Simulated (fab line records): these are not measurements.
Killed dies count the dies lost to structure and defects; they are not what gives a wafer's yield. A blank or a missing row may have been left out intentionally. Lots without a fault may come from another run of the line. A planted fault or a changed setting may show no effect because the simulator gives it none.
fab line records	flow n5Finfet
record lots=24	wafers=72	lastDay=18
route steps=1938 shown FIN_SAQP@138 STI_FIN_REVEAL@199 DUMMY_GATE@232
lots that met no fault: taken from a fault-free run of the same line
startH: hours from the record's opening day to when the first of the lot's shown wafers began	waitH: hours since the lot's step before	" identical to the entry in the row above	L1.1+2: a row that stands for several wafers	- no value, or no start given	* or withheld: withheld	< > ~ a bound
route shown NAME@n: a module of which the file shows steps, and the number in the route of the first	usual: mean/standard deviation of fault-free wafers	same: alike in all rows	chamber/n: place in a boat	sites: per-site readings	_std_site: the values' standard deviation	_edge_site: outer sites' mean less inner sites'	radiusMm: how far each site lies from the wafer's centre	mask NAME#n: copy n	behind: the tool/chamber that last shaped the wafer	hold: what put the lot on hold/how long, in hours/how the hold closed	device: transistor that didn't switch, given as n, p or np	end of line: the tests these same wafers got at the end of their route	a step with no rows: only its recipe	killed: dies lost to structure and defects at the first sort, not the wafer's yield	map: per-die view of a wafer (x killed, . not killed, _ where there is no die)
set.NAME: setting as actually run; set.NAME@STEP: the setting as run at that earlier step	model.NAME: the simulator's own value behind a step, which no gauge read
the route's steps for a sample of lots (tables are steps, rows are wafers)
services: the hour from which a tool's chamber was out of use, counted from the record's first day as startH (under 0 if before that day), plus the number of hours and why
## steps
# step N5_FIN_SAQP_SPACER2_ALD_28
# recipe material=SiO2	targetThkA=81	tempC=300	aldPrecursorFamily=BDEAS	aldCoReactant=O2-plasma	pulseTimeS=1	purgeTimeS=2	coReactantPurgeTimeS=2	pressureTorr=2
# usual heaterPowerW=473/35	precursorPulseHeightRel=0.998/0.019
lot.wafer	tool	chamber	startH	waitH	heaterPowerW	precursorPulseHeightRel
L074.1	aldSin-02	2	25.64	0.1	466	1.043
L074.5	"	2	"	"	481	0.983
L074.6	"	1	"	"	464	0.996
L075.2	aldSin-03	3	36.72	0.1	487	0.996
L075.4	"	1	"	"	503	1.010
L075.6	"	0	"	"	476	1.008
L076.1	aldSin-03	0	37.67	0.1	480	1.013
L076.3	"	2	"	"	416	1.015
L076.6	"	2	"	"	415	0.983
L077.1	aldSin-01	2	45.46	0.1	404	1.045
L077.3	"	1	"	"	508	0.995
L077.6	"	2	"	"	406	1.009
L078.3	aldSin-03	0	50.56	0.1	470	1.017
L078.4	"	3	"	"	484	1.009
L078.5	"	2	"	"	418	0.993
L079.3	aldSin-02	3	54.82	0.1	506	1.011
L079.4	"	1	"	"	475	0.981
L079.6	"	3	"	"	502	0.975
L080.1	aldSin-02	2	61.31	0.1	480	0.959
L080.3	"	3	"	"	514	1.011
L080.6	"	2	"	"	472	1.007
L081.2	aldSin-03	2	66.83	0.1	409	1.009
L081.3	"	0	"	"	472	0.988
L081.5	"	2	"	"	412	0.962
L082.1	aldSin-03	0	72.48	0.1	479	1.035
L082.2	"	2	"	"	416	0.967
L082.4	"	1	"	"	494	0.996
L083.1	aldSin-02	0	79.49	0.1	531	0.985
L083.2	"	2	"	"	488	1.024
L083.4	"	3	"	"	512	0.999
L084.1	aldSin-01	1	85.12	0.1	509	1.012
L084.2	"	0	"	"	474	0.998
L084.6	"	3	"	"	427	0.989
L085.2	aldSin-01	1	91.57	0.1	520	0.993
L085.3	"	3	"	"	434	0.993
L085.6	"	1	"	"	517	0.966
L086.1	aldSin-02	3	101.79	0.1	497	0.982
L086.3	"	1	"	"	472	1.010
L086.6	"	1	"	"	470	0.989
L087.1	aldSin-03	1	106.01	0.1	459	0.983
L087.3	"	2	"	"	406	0.999
L087.6	"	0	"	"	462	1.014
L088.2	aldSin-03	3	110.64	0.1	461	1.009
L088.3	"	1	"	"	456	1.020
L088.5	"	2	"	"	399	0.988
L089.2	aldSin-01	1	118.07	0.8	505	0.972
L089.3	"	2	"	"	407	1.004
L089.4	"	0	"	"	480	1.010
L090.1	aldSin-02	3	120.77	0.1	507	1.001
L090.4	"	1	"	"	471	0.955
L090.5	"	3	"	"	510	0.960
L091.3	aldSin-02	1	127.04	0.1	465	1.005
L091.5	"	1	"	"	465	1.009
L091.6	"	2	"	"	492	1.036
L092.3	aldSin-02	2	134.86	0.5	493	1.013
L092.4	"	3	"	"	518	1.009
L092.6	"	0	"	"	529	1.006
L093.1	aldSin-02	2	139.34	0.1	487	1.005
L093.2	"	0	"	"	531	1.016
L093.4	"	1	"	"	467	1.006
L094.1	aldSin-02	1	145.72	0.1	459	0.977
L094.2	"	2	"	"	492	0.983
L094.5	"	3	"	"	505	0.996
L095.2	aldSin-03	3	151.36	0.6	471	1.001
L095.3	"	1	"	"	454	0.988
L095.4	"	0	"	"	465	0.985
L096.2	aldSin-02	1	156.87	0.1	466	0.992
L096.3	"	3	"	"	504	0.997
L096.4	"	0	"	"	521	1.012
L097.2	aldSin-03	3	166.12	0.1	470	0.970
L097.4	"	0	"	"	468	0.986
L097.5	"	3	"	"	486	1.009
# step N5_FIN_SAQP_CD_MEAS_37
# recipe targetCdNm=8	polarity=line
# usual cdNm=8.20/0.27
lot.wafer	tool	chamber	startH	waitH	cdNm
L074.1	cdSem-01	-	26.62	0.1	7.75
L074.5	"	-	"	"	8.12
L074.6	"	-	"	"	8.70
L075.2	cdSem-03	-	37.69	0.1	8.52
L075.4	"	-	"	"	7.83
L075.6	"	-	"	"	7.87
L076.1	cdSem-02	-	38.64	0.1	8.10
L076.3	"	-	"	"	7.88
L076.6	"	-	"	"	8.14
L077.1	cdSem-01	-	46.56	0.1	8.27
L077.3	"	-	"	"	7.78
L077.6	"	-	"	"	7.59
L078.3	cdSem-02	-	51.55	0.1	8.25
L078.4	"	-	"	"	8.03
L078.5	"	-	"	"	8.11
L079.3	cdSem-01	-	55.81	0.1	8.23
L079.4	"	-	"	"	8.25
L079.6	"	-	"	"	8.02
L080.1	cdSem-03	-	62.29	0.1	8.16
L080.3	"	-	"	"	8.52
L080.6	"	-	"	"	7.96
L081.2	cdSem-02	-	67.99	0.1	8.46
L081.3	"	-	"	"	8.29
L081.5	"	-	"	"	8.34
L082.1	cdSem-03	-	73.51	0.1	7.93
L082.2	"	-	"	"	8.19
L082.4	"	-	"	"	8.00
L083.1	cdSem-02	-	80.55	0.1	8.01
L083.2	"	-	"	"	8.31
L083.4	"	-	"	"	8.01
L084.1	cdSem-03	-	86.44	0.1	7.88
L084.2	"	-	"	"	8.18
L084.6	"	-	"	"	8.33
L085.2	cdSem-03	-	92.66	0.1	8.41
L085.3	"	-	"	"	8.32
L085.6	"	-	"	"	8.54
L086.1	cdSem-02	-	103.29	0.1	8.05
L086.3	"	-	"	"	8.17
L086.6	"	-	"	"	8.46
L087.1	cdSem-02	-	107.13	0.1	8.25
L087.3	"	-	"	"	8.34
L087.6	"	-	"	"	7.82
L088.2	cdSem-02	-	111.62	0.1	8.21
L088.3	"	-	"	"	8.19
L088.5	"	-	"	"	8.70
L089.2	cdSem-01	-	119.31	0.1	8.39
L089.3	"	-	"	"	8.24
L089.4	"	-	"	"	8.48
L090.1	cdSem-03	-	121.75	0.1	8.50
L090.4	"	-	"	"	8.28
L090.5	"	-	"	"	8.09
L091.3	cdSem-03	-	128.03	0.1	7.89
L091.5	"	-	"	"	7.72
L091.6	"	-	"	"	8.32
L092.3	cdSem-03	-	135.84	0.1	8.02
L092.4	"	-	"	"	8.71
L092.6	"	-	"	"	8.36
L093.1	cdSem-01	-	140.38	0.1	8.04
L093.2	"	-	"	"	8.46
L093.4	"	-	"	"	8.45
L094.1	cdSem-02	-	146.84	0.1	8.78
L094.2	"	-	"	"	7.73
L094.5	"	-	"	"	7.99
L095.2	cdSem-03	-	152.34	0.1	8.38
L095.3	"	-	"	"	8.07
L095.4	"	-	"	"	8.35
L096.2	cdSem-02	-	157.84	0.1	8.48
L096.3	"	-	"	"	8.31
L096.4	"	-	"	"	8.05
L097.2	cdSem-03	-	167.10	0.1	8.29
L097.4	"	-	"	"	8.19
L097.5	"	-	"	"	8.16
# step N5_STI_FIN_REVEAL_ETCH_34
# recipe chemistry=H2	mode=isotropic	material=Si	target=Si	targetDepthA=9.7	tempC=20	pressureMtorr=4.5	icpW=300	biasW=0	h2FlowSccm=7.5	heFlowSccm=142.5
# usual drypumpMotorCurrentA=5.77/0.25	oesProductAu=1.006/0.018	throttleValvePct=25.70/0.29
lot.wafer	tool	chamber	startH	waitH	drypumpMotorCurrentA	oesProductAu	rfHoursCounterH	throttleValvePct
L074.1	rieSi-01	2	36.62	0.2	5.92	1.014	50	25.66
L074.5	"	2	"	"	5.92	1.020	-	25.68
L074.6	"	1	"	"	5.76	0.991	-	26.11
L075.2	rieSi-01	2	48.32	0.1	5.90	1.021	50	25.65
L075.4	"	1	"	"	5.65	0.992	68	26.10
L075.6	"	0	"	"	5.62	1.019	-	25.95
L076.1	rieSi-01	3	49.21	0.2	5.60	1.000	42	25.91
L076.3	"	1	"	"	5.77	0.985	68	26.11
L076.6	"	0	"	"	5.61	1.009	-	25.96
L077.1	rieSi-04	2	56.76	0.2	5.94	1.002	58	25.31
L077.3	"	1	"	"	6.12	0.970	48	25.59
L077.6	"	1	"	"	6.13	0.964	-	25.57
L078.3	rieSi-01	1	61.03	0.1	5.73	0.991	69	26.12
L078.4	"	1	"	"	5.72	0.996	-	26.12
L078.5	"	2	"	"	5.92	1.028	-	25.68
L079.3	rieSi-06	1	66.06	0.1	5.39	1.000	17	25.29
L079.4	"	3	"	"	5.81	1.006	96	25.63
L079.6	"	1	"	"	5.38	1.011	-	25.30
L080.1	rieSi-06	3	71.99	0.2	5.87	1.001	96	25.65
L080.3	"	0	"	"	5.56	1.030	8	25.92
L080.6	"	3	"	"	5.87	1.018	-	25.64
L081.2	rieSi-01	3	77.52	0.1	5.64	0.991	43	25.92
L081.3	"	0	"	"	5.61	1.015	155	25.98
L081.5	"	2	"	"	5.91	1.023	-	25.67
L082.1	rieSi-01	0	83.60	0.2	5.63	1.022	155	25.96
L082.2	"	2	"	"	5.92	1.013	51	25.68
L082.4	"	3	"	"	5.58	1.003	43	25.92
L083.1	rieSi-01	2	90.72	0.2	5.91	1.014	51	25.66
L083.2	"	3	"	"	5.62	0.994	43	25.91
L083.4	"	3	"	"	5.61	1.004	-	25.91
L084.1	rieSi-01	1	96.01	0.2	5.74	0.982	69	26.10
L084.2	"	0	"	"	5.64	1.015	156	25.97
L084.6	"	1	"	"	5.75	0.989	-	26.11
L085.2	rieSi-06	1	103.52	0.1	5.38	1.027	17	25.29
L085.3	"	3	"	"	5.84	1.010	97	25.64
L085.6	"	3	"	"	5.85	1.013	-	25.65
L086.1	rieSi-06	1	112.99	0.2	5.37	1.022	18	25.30
L086.3	"	2	"	"	6.12	0.973	102	25.31
L086.6	"	0	"	"	5.56	1.033	-	25.91
L087.1	rieSi-06	1	116.77	0.2	5.38	1.015	18	25.28
L087.3	"	2	"	"	6.15	0.973	103	25.29
L087.6	"	1	"	"	5.36	1.014	-	25.29
L088.2	rieSi-06	3	121.40	0.1	5.84	1.019	97	25.65
L088.3	"	2	"	"	6.13	0.989	103	25.29
L088.5	"	3	"	"	5.81	1.007	-	25.65
L089.2	rieSi-01	2	129.22	0.1	5.93	1.024	52	25.68
L089.3	"	3	"	"	5.59	1.004	44	25.92
L089.4	"	1	"	"	5.75	0.997	70	26.12
L090.1	rieSi-01	1	132.13	0.2	5.70	1.007	70	26.12
L090.4	"	3	"	"	5.60	1.003	44	25.92
L090.5	"	2	"	"	5.92	1.022	-	25.69
L091.3	rieSi-06	2	138.25	0.1	6.12	0.969	103	25.30
L091.5	"	3	"	"	5.83	1.016	-	25.65
L091.6	"	0	"	"	5.57	1.027	-	25.91
L092.3	rieSi-04	1	146.08	0.1	6.12	0.987	50	25.59
L092.4	"	2	"	"	5.94	1.008	60	25.30
L092.6	"	1	"	"	6.14	0.979	-	25.59
L093.1	rieSi-06	0	150.05	0.2	5.56	1.007	9	25.90
L093.2	"	1	"	"	5.38	1.006	18	25.29
L093.4	"	2	"	"	6.14	0.984	103	25.29
L094.1	rieSi-01	3	156.68	0.2	5.60	1.011	44	25.91
L094.2	"	0	"	"	5.63	1.026	157	25.98
L094.5	"	1	"	"	5.69	0.991	-	26.12
L095.2	rieSi-06	1	162.60	0.1	5.38	1.014	19	25.29
L095.3	"	2	"	"	6.12	0.976	103	25.29
L095.4	"	3	"	"	5.82	1.014	98	25.64
L096.2	rieSi-06	2	167.57	0.1	6.11	0.979	103	25.29
L096.3	"	3	"	"	5.82	1.017	98	25.65
L096.4	"	0	"	"	5.56	1.026	9	25.91
L097.2	rieSi-06	0	176.73	0.1	5.54	1.032	10	25.91
L097.4	"	3	"	"	5.83	1.011	98	25.66
L097.5	"	2	"	"	6.11	0.974	-	25.30
# step N5_DUMMY_GATE_OVL_MEAS_16
# recipe pointsPerWafer=522
# usual GATE_OVL=-0.4/0.64
lot.wafer	tool	chamber	startH	waitH	GATE_OVL[nm]
L074.1	overlay-01	0	50.39	0.0	-0.4
L074.5	"	0	"	"	-0.6
L074.6	"	0	"	"	-0.5
L076.1	overlay-02	0	60.24	0.0	-0.1
L076.3	"	0	"	"	-0.1
L076.6	"	0	"	"	-0.5
L075.2	overlay-02	0	64.06	0.0	-0.4
L075.4	"	0	"	"	-0.8
L075.6	"	0	"	"	-0.1
L077.1	overlay-01	0	70.13	0.0	-0.8
L077.3	"	0	"	"	-1.1
L077.6	"	0	"	"	0.1
L078.3	overlay-02	0	74.06	0.0	-0.5
L078.4	"	0	"	"	-0.1
L078.5	"	0	"	"	0.0
L079.3	overlay-02	0	75.60	0.0	0.6
L079.4	"	0	"	"	-0.7
L079.6	"	0	"	"	0.4
L080.1	overlay-02	0	82.08	0.0	-0.6
L080.3	"	0	"	"	0.0
L080.6	"	0	"	"	0.5
L081.2	overlay-02	0	86.89	0.0	0.1
L081.3	"	0	"	"	0.7
L081.5	"	0	"	"	0.0
L082.1	overlay-01	0	92.81	0.0	-0.6
L082.2	"	0	"	"	-0.8
L082.4	"	0	"	"	-0.9
L083.1	overlay-02	0	100.38	0.0	0.1
L083.2	"	0	"	"	-0.8
L083.4	"	0	"	"	0.3
L084.1	overlay-01	0	105.38	0.0	-1.0
L084.2	"	0	"	"	-0.8
L084.6	"	0	"	"	0.0
L085.2	overlay-02	0	115.90	0.0	0.9
L085.3	"	0	"	"	0.5
L085.6	"	0	"	"	1.0
L086.1	overlay-01	0	127.77	0.0	-0.7
L086.3	"	0	"	"	-0.1
L086.6	"	0	"	"	-0.2
L087.1	overlay-02	0	130.69	0.0	0.1
L087.3	"	0	"	"	-1.4
L087.6	"	0	"	"	-0.3
L088.2	overlay-01	0	131.83	0.0	-3.0
L088.3	"	0	"	"	-1.7
L088.5	"	0	"	"	-1.4
L089.2	overlay-01	0	139.58	0.0	-0.5
L089.3	"	0	"	"	-1.6
L089.4	"	0	"	"	-0.5
L090.1	overlay-01	0	141.54	0.0	0.8
L090.4	"	0	"	"	0.2
L090.5	"	0	"	"	0.4
L091.3	overlay-01	0	151.30	0.0	-0.2
L091.5	"	0	"	"	0.2
L091.6	"	0	"	"	-0.6
L092.3	overlay-01	0	155.42	0.0	-1.0
L092.4	"	0	"	"	-1.3
L092.6	"	0	"	"	-0.8
L093.1	overlay-01	0	159.39	0.0	0.1
L093.2	"	0	"	"	-0.1
L093.4	"	0	"	"	0.0
L094.1	overlay-02	0	165.90	0.0	-0.6
L094.2	"	0	"	"	-1.2
L094.5	"	0	"	"	-1.6
L095.2	overlay-02	0	172.44	0.0	-0.6
L095.3	"	0	"	"	-1.3
L095.4	"	0	"	"	-1.2
L096.2	overlay-01	0	177.75	0.0	-0.3
L096.3	"	0	"	"	-0.1
L096.4	"	0	"	"	-0.2
L097.2	overlay-02	0	186.52	0.0	-0.4
L097.4	"	0	"	"	-0.3
L097.5	"	0	"	"	-0.4
# step N5_DUMMY_GATE_ETCH_32
# recipe chemistry=CF4	target=SiO2	targetDepthA=35	timeS=3.9	ionEnergyEv=350	pressureMtorr=10	icpW=800	biasW=400	cf4FlowSccm=80
# usual drypumpMotorCurrentA=5.5/0.46	oesProductAu=1.005/0.016	throttleValvePct=21.82/0.25
lot.wafer	tool	chamber	startH	waitH	drypumpMotorCurrentA	oesProductAu	rfHoursCounterH	throttleValvePct
L074.1	rieSi-05	2	51.16	0.1	5.1	1.034	59	21.49
L074.5	"	3	"	"	5.1	0.997	-	22.31
L074.6	"	2	"	"	5.1	1.017	-	21.49
L076.1	rieSi-05	2	61.01	0.1	5.1	1.026	59	21.50
L076.3	"	1	"	"	5.9	0.997	80	21.92
L076.6	"	0	"	"	4.9	0.999	-	21.61
L075.2	rieSi-05	2	64.87	0.1	5.1	1.024	59	21.51
L075.4	"	0	"	"	4.9	1.012	33	21.62
L075.6	"	0	"	"	4.9	1.006	-	21.62
L077.1	rieSi-02	0	70.90	0.1	5.1	0.998	185	22.01
L077.3	"	1	"	"	5.5	1.000	6	21.73
L077.6	"	1	"	"	5.6	1.002	-	21.73
L078.3	rieSi-02	3	74.92	0.1	6.0	1.019	60	21.61
L078.4	"	0	"	"	5.2	1.020	-	22.04
L078.5	"	1	"	"	5.6	1.012	-	21.72
L079.3	rieSi-02	0	76.68	0.1	5.1	1.004	185	22.04
L079.4	"	3	"	"	6.0	1.009	-	21.58
L079.6	"	1	"	"	5.5	0.996	-	21.71
L080.1	rieSi-05	2	82.84	0.1	5.1	1.023	60	21.49
L080.3	"	0	"	"	4.9	0.997	34	21.62
L080.6	"	0	"	"	4.9	0.990	-	21.59
L081.2	rieSi-05	1	87.65	0.1	5.9	1.002	81	21.92
L081.3	"	3	"	"	5.0	0.976	123	22.34
L081.5	"	2	"	"	5.0	1.019	-	21.50
L082.1	rieSi-05	3	93.57	0.1	5.0	0.977	123	22.33
L082.2	"	1	"	"	5.9	0.990	81	21.92
L082.4	"	0	"	"	4.9	0.995	34	21.60
L083.1	rieSi-05	1	101.26	0.1	5.9	0.998	81	21.93
L083.2	"	2	"	"	5.1	1.027	60	21.51
L083.4	"	0	"	"	4.9	1.000	34	21.60
L084.1	rieSi-05	3	106.58	0.1	5.1	0.995	123	22.33
L084.2	"	1	"	"	5.9	1.000	81	21.93
L084.6	"	3	"	"	5.1	0.985	-	22.32
L085.2	rieSi-02	0	116.66	0.1	5.2	1.005	186	22.04
L085.3	"	2	"	"	6.3	1.033	178	21.54
L085.6	"	1	"	"	5.5	1.003	-	21.72
L086.1	rieSi-05	1	128.53	0.1	5.9	0.987	81	21.93
L086.3	"	0	"	"	4.9	1.001	34	21.59
L086.6	"	0	"	"	4.9	1.006	-	21.63
L087.1	rieSi-03	0	131.83	0.1	5.8	1.003	3	21.77
L087.3	"	1	"	"	5.5	1.000	161	21.99
L087.6	"	0	"	"	5.8	0.998	-	21.76
L088.2	rieSi-02	2	132.79	0.1	6.3	1.042	178	21.56
L088.3	"	1	"	"	5.5	1.020	7	21.73
L088.5	"	3	"	"	6.1	1.020	-	21.60
L089.2	rieSi-03	3	140.36	0.1	6.1	1.017	69	21.66
L089.3	"	1	"	"	5.5	1.002	162	21.98
L089.4	"	0	"	"	5.8	0.989	3	21.76
L090.1	rieSi-03	1	142.35	0.1	5.5	1.010	162	21.99
L090.4	"	2	"	"	5.9	0.981	183	21.95
L090.5	"	3	"	"	6.2	1.010	-	21.66
L091.3	rieSi-02	3	152.05	0.1	6.0	1.013	61	21.62
L091.5	"	2	"	"	6.3	1.036	-	21.55
L091.6	"	3	"	"	6.0	1.003	-	21.60
L092.3	rieSi-05	2	156.17	0.1	5.1	1.022	61	21.49
L092.4	"	1	"	"	5.9	1.007	82	21.92
L092.6	"	3	"	"	5.1	0.991	-	22.31
L093.1	rieSi-03	0	160.16	0.1	5.8	1.012	3	21.78
L093.2	"	1	"	"	5.5	1.016	162	21.97
L093.4	"	2	"	"	5.9	0.973	184	21.95
L094.1	rieSi-02	3	166.66	0.1	6.0	1.015	61	21.60
L094.2	"	0	"	"	5.2	0.997	187	22.04
L094.5	"	2	"	"	6.3	1.046	-	21.58
L095.2	rieSi-05	2	173.97	0.1	5.1	1.022	61	21.50
L095.3	"	0	"	"	4.9	0.996	35	21.61
L095.4	"	1	"	"	5.9	0.994	82	21.91
L096.2	rieSi-03	2	178.51	0.1	5.8	0.982	184	21.94
L096.3	"	1	"	"	5.5	1.004	162	21.98
L096.4	"	3	"	"	6.2	1.014	70	21.66
L097.2	rieSi-03	0	187.28	0.1	5.8	0.994	4	21.76
L097.4	"	3	"	"	6.2	1.018	70	21.67
L097.5	"	3	"	"	6.2	1.018	-	21.67
# step N5_DUMMY_GATE_ETCH_23
# recipe chemistry=HBr/Cl2/O2	HBr_flow_sccm=150	Cl2_flow_sccm=80	O2_flow_sccm=12	biasW=102	targetDepthA=410	timeS=22.3	target=poly-Si	maskMaterial=SiO2	pressureMtorr=10	icpW=800
# usual drypumpMotorCurrentA=5.5/0.46	oesProductAu=1.005/0.013	throttleValvePct=37.25/0.26
lot.wafer	tool	chamber	startH	waitH	drypumpMotorCurrentA	oesProductAu	rfHoursCounterH	throttleValvePct
L074.1	rieSi-05	2	51.19	0.0	5.1	1.014	59	36.89
L074.5	"	3	"	"	5.0	1.000	-	37.56
L074.6	"	2	"	"	5.1	1.019	-	36.89
L076.1	rieSi-05	2	61.04	0.0	5.1	1.026	59	36.88
L076.3	"	1	"	"	5.9	0.999	80	37.34
L076.6	"	0	"	"	4.9	1.008	-	37.30
L075.2	rieSi-05	2	64.90	0.0	5.1	1.018	59	36.88
L075.4	"	0	"	"	4.9	1.000	33	37.30
L075.6	"	0	"	"	4.9	1.006	-	37.30
L077.1	rieSi-02	0	70.93	0.0	5.2	1.009	185	37.13
L077.3	"	1	"	"	5.5	1.016	6	37.06
L077.6	"	1	"	"	5.5	1.013	-	37.07
L078.3	rieSi-02	3	74.95	0.0	6.1	1.003	60	37.27
L078.4	"	0	"	"	5.1	0.995	-	37.10
L078.5	"	1	"	"	5.6	1.011	-	37.06
L079.3	rieSi-02	0	76.71	0.0	5.1	1.006	185	37.13
L079.4	"	3	"	"	6.1	1.011	-	37.27
L079.6	"	1	"	"	5.5	1.005	-	37.05
L080.1	rieSi-05	2	82.88	0.0	5.1	1.015	60	36.88
L080.3	"	0	"	"	4.9	1.008	34	37.28
L080.6	"	0	"	"	4.9	0.991	-	37.30
L081.2	rieSi-05	1	87.68	0.0	6.0	1.006	81	37.33
L081.3	"	3	"	"	5.1	0.994	123	37.55
L081.5	"	2	"	"	5.1	1.021	-	36.88
L082.1	rieSi-05	3	93.60	0.0	5.0	0.986	123	37.57
L082.2	"	1	"	"	5.9	1.012	81	37.33
L082.4	"	0	"	"	4.9	0.996	34	37.29
L083.1	rieSi-05	1	101.29	0.0	5.9	1.021	81	37.34
L083.2	"	2	"	"	5.1	1.036	60	36.87
L083.4	"	0	"	"	4.9	0.995	34	37.31
L084.1	rieSi-05	3	106.61	0.0	5.1	0.996	123	37.55
L084.2	"	1	"	"	5.9	1.000	81	37.34
L084.6	"	3	"	"	5.1	0.999	-	37.55
L085.2	rieSi-02	0	116.69	0.0	5.2	1.007	186	37.12
L085.3	"	2	"	"	6.3	1.036	178	36.62
L085.6	"	1	"	"	5.5	1.022	-	37.06
L086.1	rieSi-05	1	128.56	0.0	5.9	1.000	81	37.34
L086.3	"	0	"	"	4.9	1.002	34	37.29
L086.6	"	0	"	"	4.9	1.007	-	37.29
L087.1	rieSi-03	0	131.86	0.0	5.9	1.001	3	37.41
L087.3	"	1	"	"	5.5	1.005	161	37.68
L087.6	"	0	"	"	5.8	1.002	-	37.44
L088.2	rieSi-02	2	132.82	0.0	6.3	1.028	178	36.62
L088.3	"	1	"	"	5.5	1.011	7	37.08
L088.5	"	3	"	"	6.1	1.002	-	37.27
L089.2	rieSi-03	3	140.39	0.0	6.2	1.011	69	37.15
L089.3	"	1	"	"	5.5	1.001	162	37.67
L089.4	"	0	"	"	5.8	1.001	3	37.44
L090.1	rieSi-03	1	142.38	0.0	5.5	1.000	162	37.69
L090.4	"	2	"	"	5.9	0.988	183	37.45
L090.5	"	3	"	"	6.2	1.020	-	37.14
L091.3	rieSi-02	3	152.08	0.0	6.1	1.016	61	37.28
L091.5	"	2	"	"	6.3	1.047	-	36.64
L091.6	"	3	"	"	6.1	1.015	-	37.28
L092.3	rieSi-05	2	156.20	0.0	5.1	1.006	61	36.88
L092.4	"	1	"	"	5.9	1.014	82	37.33
L092.6	"	3	"	"	5.1	0.998	-	37.56
L093.1	rieSi-03	0	160.19	0.0	5.8	0.993	3	37.42
L093.2	"	1	"	"	5.5	0.996	162	37.66
L093.4	"	2	"	"	5.9	0.977	184	37.47
L094.1	rieSi-02	3	166.69	0.0	6.1	1.008	61	37.29
L094.2	"	0	"	"	5.1	0.999	187	37.13
L094.5	"	2	"	"	6.3	1.042	-	36.61
L095.2	rieSi-05	2	174.00	0.0	5.1	0.997	61	36.86
L095.3	"	0	"	"	4.9	0.980	35	37.29
L095.4	"	1	"	"	5.9	0.997	82	37.33
L096.2	rieSi-03	2	178.54	0.0	5.9	0.980	184	37.45
L096.3	"	1	"	"	5.5	0.999	162	37.68
L096.4	"	3	"	"	6.2	1.013	70	37.16
L097.2	rieSi-03	0	187.31	0.0	5.8	1.003	4	37.43
L097.4	"	3	"	"	6.2	1.013	70	37.14
L097.5	"	3	"	"	6.2	1.009	-	37.14
## services
tool	chamber	startH	hours	kind
rieSi-04	1	6.99	2.7	repair
rieSi-04	-	16.98	4.3	pm
aldSin-02	0	42.15	21.8	repair
aldSin-01	0	47.41	8.8	repair
aldSin-01	-	56.26	2.8	pm
rieSi-01	3	57.06	14.0	repair
rieSi-06	1	72.53	13.9	repair
rieSi-02	2	73.06	6.0	repair
rieSi-04	-	74.46	0.4	repair
rieSi-01	1	87.34	4.0	repair
aldSin-03	-	87.38	14.0	pm
aldSin-03	0	87.38	14.0	ventCycle
aldSin-03	1	87.38	14.0	ventCycle
aldSin-03	2	87.38	14.0	ventCycle
aldSin-03	3	87.38	14.0	ventCycle
rieSi-06	3	89.72	12.2	repair
rieSi-06	0	92.81	18.8	repair
aldSin-03	0	101.38	-	clean
aldSin-02	1	106.60	13.3	repair
rieSi-06	3	110.98	6.9	repair
rieSi-02	-	116.96	0.6	repair
rieSi-03	3	124.66	11.5	repair
rieSi-02	0	175.06	1.9	repair
aldSin-01	-	178.19	14.0	pm
## key
fault none
